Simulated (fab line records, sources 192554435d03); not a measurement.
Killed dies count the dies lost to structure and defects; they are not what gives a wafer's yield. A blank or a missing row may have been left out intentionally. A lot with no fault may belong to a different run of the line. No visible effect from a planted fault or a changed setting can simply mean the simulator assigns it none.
Split-lot study + flow n5Finfet + on a route of 1938 steps: 7 lots, 21 wafers read

== ABOUT THE SPLIT ==
At N5_FIN_SAQP_SPACER1_ALD_24 (deposits SiO2, target thk 20.3 nm, pulse time 1 s, purge time 2 s), the setting aldCycles was moved away from the recipe's 218 on 7 of the 21 wafers read, by -15.1% to +10.6%. All remaining wafers had this setting at the recipe value.

== FROM THE SPLIT TO THE READING: what the file shows between them, 2 steps ==
- N5_FIN_SAQP_SPACER1_ETCHBACK_25: etches SiO2 in CHF3/O2, target depth 24.4 nm, time 12.2 s
- N5_FIN_SAQP_MANDREL1_REMOVE_56: chemistry HBr/Cl2/O2, target a-Si, stops on SiNx, bt time 10 s

== THE READING ==
cdNm, in nm, at N5_FIN_SAQP_CD_MEAS_27 (target cd 20 nm). A value of 20.30 nm with a standard deviation of 0.27 nm is what fault-free wafers of this fab line usually give.

| wafer  | tool, chamber at the split | aldCycles as run | against the recipe | cdNm, nm | against lot-mates on the recipe |
|--------|----------------------------|------------------|--------------------|----------|---------------------------------|
| L079.2 | aldSin-03, 3,0             | 218              | recipe             | 20.34    | -                               |
| L079.4 | aldSin-03, 2               | 218              | recipe             | 20.43    | -                               |
| L079.5 | aldSin-03, 3,0             | 218              | recipe             | 19.99    | -                               |
| L081.3 | aldSin-03, 2               | 204              | -6.4%              | 19.47    | -0.96                           |
| L081.4 | aldSin-03, 2               | 204              | -6.4%              | 19.40    | -1.03                           |
| L081.5 | aldSin-03, 3               | 218              | recipe             | 20.43    | -                               |
| L082.1 | aldSin-03, 1,0             | 218              | recipe             | 20.26    | -                               |
| L082.4 | aldSin-03, 1,0             | 218              | recipe             | 20.69    | -                               |
| L082.5 | aldSin-03, 1               | 241              | +10.6%             | 22.75    | +2.27                           |
| L083.1 | aldSin-03, 3               | 218              | recipe             | 20.78    | -                               |
| L083.3 | aldSin-03, 1               | 200              | -8.3%              | 18.76    | -1.72                           |
| L083.5 | aldSin-03, 1               | 218              | recipe             | 20.18    | -                               |
| L088.2 | aldSin-03, 3               | 218              | recipe             | 20.20    | -                               |
| L088.3 | aldSin-03, 2,1             | 185              | -15.1%             | 17.29    | -2.91                           |
| L088.6 | aldSin-03, 2,1             | 185              | -15.1%             | 16.73    | -3.47                           |
| L089.4 | aldSin-03, 1               | 218              | recipe             | 19.93    | -                               |
| L089.5 | aldSin-03, 1               | 218              | recipe             | 20.35    | -                               |
| L089.6 | aldSin-03, 2               | 207              | -5.0%              | 19.12    | -1.02                           |
| L091.3 | aldSin-03, 3               | 218              | recipe             | 20.41    | -                               |
| L091.4 | aldSin-03, 1               | 218              | recipe             | 20.50    | -                               |
| L091.6 | aldSin-03, 3               | 218              | recipe             | 20.25    | -                               |
Where a row lists several chambers, the file gives one row for several wafers and doesn't say which wafer went through which chamber.

THE FIT
A straight line over all 21 wafers: cdNm changes by +0.213 nm for each +1% of aldCycles; r = +0.98; the points scatter about the line by 0.27 nm.
The same after taking each lot's own level away (the mean of its wafers on the recipe; 21 wafers): +0.207 nm for each +1%; r = +0.98; scatter 0.21 nm.
Per that fit: largest aldCycles move, reading shift of 3.1 nm.
The span of the lots' own levels, 20.140 to 20.480 nm, comes to 1.3 times the standard deviation stated above.
The two slopes agree, so the slope changes little with the lot-to-lot level.
Check: -3.18 nm against its lot-mates is what the line predicts for one of the wafers moved furthest among these (-15.1%) when that wafer is left out of the fit. Against them it came out at -2.91 nm.

== THE OTHER SPLITS THESE WAFERS WENT THROUGH ==
Note: prior to the reading, these wafers also went through further splits. Each is held against what the fit with the lots' levels taken away leaves over:
| other split on the same wafers | wafers away from the commonest value | r with cdNm (lot level and that fit taken away) |
|--------------------------------|--------------------------------------|-------------------------------------------------|
| N5_FIN_SAQP_PECVD_06 timeS     | 5                                    | +0.02                                           |
| N5_FIN_SAQP_EXPOSE_13 doseMj   | 7                                    | +0.13                                           |

== THE WHOLE CHAIN: every reading that the file lists as answering this split, in the file's order ==
| step                           | what it does                                                      | reading                                                                                | change (the file's fit)               | r (the file's) |
|--------------------------------|-------------------------------------------------------------------|----------------------------------------------------------------------------------------|---------------------------------------|----------------|
| N5_FIN_SAQP_SPACER1_ALD_24     | deposits SiO2, target thk 20.3 nm, pulse time 1 s, purge time 2 s | SiO2_of_FIN_SAQP_SPACER1_ALD_24.thkNm (the simulator's own value, which no gauge read) | +0.2 nm for each +1% of the setting   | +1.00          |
| N5_FIN_SAQP_MANDREL1_REMOVE_56 | chemistry HBr/Cl2/O2, target a-Si, stops on SiNx, bt time 10 s    | FIN_SAQP.cdNm (the simulator's own value, which no gauge read)                         | +0.194 nm for each +1% of the setting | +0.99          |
| N5_FIN_SAQP_CD_MEAS_27         | target cd 20 nm                                                   | cdNm                                                                                   | +0.206 nm for each +1% of the setting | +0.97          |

== FILE'S OWN FIT ==
cdNm changes by +0.206 nm for each +1% of aldCycles, r = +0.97.
